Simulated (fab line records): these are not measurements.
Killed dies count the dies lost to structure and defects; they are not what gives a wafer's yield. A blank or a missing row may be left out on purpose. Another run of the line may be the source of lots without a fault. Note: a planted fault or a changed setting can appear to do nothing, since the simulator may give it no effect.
Struck lot and sound lot, side by side / flow nand-harc / 21 steps out of a route of 1302
Sound: the wafers L835.1, L835.3, L835.4. Wafers struck: L841.1, L841.2, L841.5. The cause is named last.
Each step with rows lists, per side, the tool, then ch with its chambers, then its first start. Under that, the readings that differ: sound wafers / struck wafers / difference of the means / sigmas: that difference in standard deviations of wafers without a fault.
alike: same words and numbers on both sides, and readings whose means sit less than 2 such deviations apart. not compared: any withheld reading, any reading some wafer has no value for, any bound like >300 that may hide the same value, and any number with overlapping values for which the record gives no deviation.
A row with sigmas, a row that says differs or no value, or rows on one side alone: a step with any of these is where the two part. Numbers that have no deviation but don't overlap get no sigmas and don't part them. A reading missing from all wafers of one side parts the sides only when that side holds two or more wafers.

NHARC_A_BLC_CVD_24: deposits W, target thk 150 nm, time 434 s.
  sound: cvd-w-02 ch 0,1; struck: cvd-w-01 ch 0,1
reading=throttle-valve-pct (%); sound=8.5 8.4 8.6; struck=7.9 7.5 7.8; difference=-0.8; sigmas=-2
  alike: heater-power-outer-w, heater-power-w
NHARC_A_BLC_CMP_25: polishes, t overpolish 30 s, target thk 150 nm.
  sound on cmp-04 ch 0,1,3, day 25 22:02; struck on cmp-02 ch 2,3, day 28 22:55
  alike: motor-current-A, overpolish-run-s, time-to-endpoint-s
next, for these wafers, 1 step has no rows: NHARC_A_BLC_SRD_27.
NHARC_A_BLC_INSPECT_28:
  sound: defect-inspect-01 at day 25 22:26; struck: defect-inspect-01 at day 28 23:19
reading=raw-defect-count; sound=776 583 711; struck=318 349 351; difference=-351; sigmas=-3
then, 7 steps without rows for these wafers: NHARC_A_M0_DEP_00 (deposits SiOC, target thk 150 nm); NHARC_A_M0_DEHYDRATE_01 (time 120 s); NHARC_A_M0_HMDS_02 (time 30 s); NHARC_A_M0_COAT_33 (time 65 s); NHARC_A_M0_COAT_03 (resist thk 90 nm); NHARC_A_M0_SOFTBAKE_04 (time 55 s); NHARC_A_M0_EBR_05.
NHARC_A_M0_EXPOSE_06: exposes mask A M0, target cd 80 nm.
  sound on arfi-scanner-02 ch 0, day 25 23:04; struck on arfi-scanner-02 ch 0, day 29 00:05
reading=exposure-dose-mJ-cm2; sound=84.8 84.8 84.8; struck=74.1 74.0 74.1; difference=-10.7; sigmas=-13
  alike: mask
then, 2 steps without rows for these wafers: NHARC_A_M0_PEB_07 (peb time 65 s); NHARC_A_M0_DEVELOP_08 (develop time 35 s).
NHARC_A_M0_CD_MEAS_09: the cd target is 80 nm.
  sound on cd-sem-02 ch 0, day 25 23:12; struck on cd-sem-03 ch 0, day 29 00:13
reading=cd-nm (nm); sound=80.1 80.7 80.5; struck=71.0 70.8 72.6; difference=-9.0; sigmas=-16
NHARC_A_M0_OVL_MEAS_10: pitch 160 nm.
  sound: overlay-01 at day 25 23:17; struck: overlay-01 at day 29 00:19
  alike: overlay-x-nm, overlay-y-nm
NHARC_A_M0_INSPECT_11:
  sound: defect-inspect-02 at day 25 23:20; struck: defect-inspect-02 at day 29 00:20
  alike: raw-defect-count
NHARC_A_M0_DESCUM_14: chemistry O2, time 3 s.
  sound on rie-diel-05 ch 0,1,2, day 25 23:23; struck on rie-diel-03 ch 0,2,3, day 29 00:25
reading=model.A_M0.cd-nm (nm); sound=79.64 80.08 80.24; struck=70.87 70.34 72.39; difference=-8.79; sigmas=
  alike: drypump-motor-current-A, oes-product-au, rf-vpp-V, showerhead-plenum-p-Torr, throttle-valve-pct
  not compared: rf-hours-counter-h
NHARC_A_M0_ETCH_34: etches the open film in N2/H2, target depth 40 nm, overetch 12 nm, time 43.94 s.
  sound on rie-diel-05 ch 1,2,3, day 25 23:29; struck on rie-diel-03 ch 1,3, day 29 00:29
  alike: bias-w, drypump-motor-current-A, oes-product-au, rf-vpp-V, showerhead-plenum-p-Torr, throttle-valve-pct
  not compared: rf-hours-counter-h
NHARC_A_M0_ETCH_15: etches the open film in C4F8/Ar, target depth 150 nm, overetch 15 nm, time 82.5 s.
  sound: rie-diel-05 ch 0,1,2; struck: rie-diel-03 ch 0,3
reading=model.A_M0.cd-nm (nm); sound=79.09 79.75 80.3; struck=71.1 70.11 72.28; difference=-8.6; sigmas=
  alike: bias-w, oes-product-au, rf-vpp-V
  not compared: rf-hours-counter-h
NHARC_A_M0_CD_MEAS_16:
  sound: cd-sem-03 at day 25 23:42; struck: cd-sem-01 at day 29 00:42
reading=cd-nm (nm); sound=78.9 80.0 80.5; struck=70.9 70.3 72.0; difference=-8.7; sigmas=-14

## WHERE THEY PART
Earliest at NHARC_A_BLC_CVD_24; latest, in this record, at NHARC_A_M0_CD_MEAS_16.

WHY: what had been put in by the simulator
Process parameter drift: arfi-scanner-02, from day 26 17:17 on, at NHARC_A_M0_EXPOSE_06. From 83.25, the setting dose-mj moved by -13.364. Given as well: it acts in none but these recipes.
